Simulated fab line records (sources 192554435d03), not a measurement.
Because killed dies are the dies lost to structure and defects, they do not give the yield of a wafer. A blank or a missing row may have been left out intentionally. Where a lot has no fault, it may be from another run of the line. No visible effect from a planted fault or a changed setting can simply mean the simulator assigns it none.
Lot-split experiment | flow n5 finfet | 21 wafers read from 7 lots, route of 1938 steps

## ABOUT THE SPLIT
At N5_BEOL_M14_ETCH_68 (etches SOC in N2/H2, time 450 s), the setting time s was moved away from the recipe's 450 s on 8 of the 21 wafers read, by -7.9% to +15.7%. For the rest of the wafers, this setting stayed at what the recipe calls for.

Reading taken at the split's own step.

## THE READING
SiARC_of_BEOL_M14_COAT_66.thk nm (the simulator's own value, which no gauge read), in nm, at N5_BEOL_M14_ETCH_68 (etches SOC in N2/H2, time 450 s). The file gives no usual value for it. Across the 13 wafers here that went through the recipe, the average is 65.0 nm and the standard deviation 0.47 nm.

wafer  | tool, chamber at the split | time s as run, s | against the recipe | SiARC_of_BEOL_M14_COAT_66.thk nm, nm | against lot-mates on the recipe
L079.4 | rie diel-01, 1             | 450              | recipe             | 65                                   | -
L079.5 | rie diel-01, 3             | 450              | recipe             | 65.2                                 | -
L079.6 | rie diel-01, 0             | 450              | recipe             | 64.4                                 | -
L080.3 | rie diel-05, 3             | 487.9            | +8.4%              | 61.4                                 | -4.4
L080.4 | rie diel-05, 1             | 450              | recipe             | 65.8                                 | -
L080.5 | rie diel-05, 2             | 487.9            | +8.4%              | 62                                   | -3.8
L081.1 | rie diel-04, 0             | 450              | recipe             | 64                                   | -
L081.2 | rie diel-04, 1             | 450              | recipe             | 65.2                                 | -
L081.4 | rie diel-04, 3             | 450              | recipe             | 64.4                                 | -
L085.2 | rie diel-05, 3             | 414.6            | -7.9%              | 69                                   | +3.8
L085.5 | rie diel-05, 0             | 414.6            | -7.9%              | 69.4                                 | +4.2
L085.6 | rie diel-05, 3             | 450              | recipe             | 65.2                                 | -
L084.2 | rie diel-01, 1             | 450              | recipe             | 65.4                                 | -
L084.3 | rie diel-01, 0             | 450              | recipe             | 64.8                                 | -
L084.5 | rie diel-01, 2             | 492.8            | +9.5%              | 60.4                                 | -4.7
L090.1 | rie diel-04, 3             | 495.7            | +10.2%             | 59.8                                 | -5.6
L090.2 | rie diel-04, 2             | 450              | recipe             | 65.4                                 | -
L090.5 | rie diel-04, 3             | 495.7            | +10.2%             | 60.2                                 | -5.2
L092.1 | rie diel-01, 1             | 450              | recipe             | 64.8                                 | -
L092.3 | rie diel-01, 3             | 520.6            | +15.7%             | 57.6                                 | -7.4
L092.5 | rie diel-01, 1             | 450              | recipe             | 65.2                                 | -

THE FIT
A straight line over all 21 wafers: SiARC_of_BEOL_M14_COAT_66.thk nm changes by -0.479 nm for each +1% of time s; r = -0.99; the points scatter about the line by 0.49 nm.
The same after taking each lot's own level away (the mean of its wafers on the recipe; 21 wafers): -0.498 nm for each +1%; r = -0.99; scatter 0.33 nm.
On that fit, the largest move of time s shifts the reading by 7.8 nm.
Across the lots, their own levels run from 64.53 to 65.80 nm, a range of 2.7 times the standard deviation given above.
Hence the lot-to-lot level has little effect on the slope; both slopes agree.
Check: with one of the wafers moved furthest among these (+15.7%) left out of the fit, the line predicts -7.99 nm for it against its lot-mates. Against them it came out at -7.4 nm.

## FURTHER SPLITS ON THESE WAFERS
Before the reading, these wafers also passed through other splits. Each is held against what the fit with the lots' levels taken away leaves over:
other split on the same wafers | wafers away from the commonest value | r with SiARC_of_BEOL_M14_COAT_66.thk nm (lot level and that fit taken away)
N5_BEOL_M13_ILD_DEP_00 time s  | 5                                    | +0.00
N5_BEOL_M13_EXPOSE_07 dose mj  | 8                                    | -0.42

## FILE'S OWN FIT
SiARC_of_BEOL_M14_COAT_66.thk nm changes by -0.492 nm for each +1% of time s, r = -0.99.
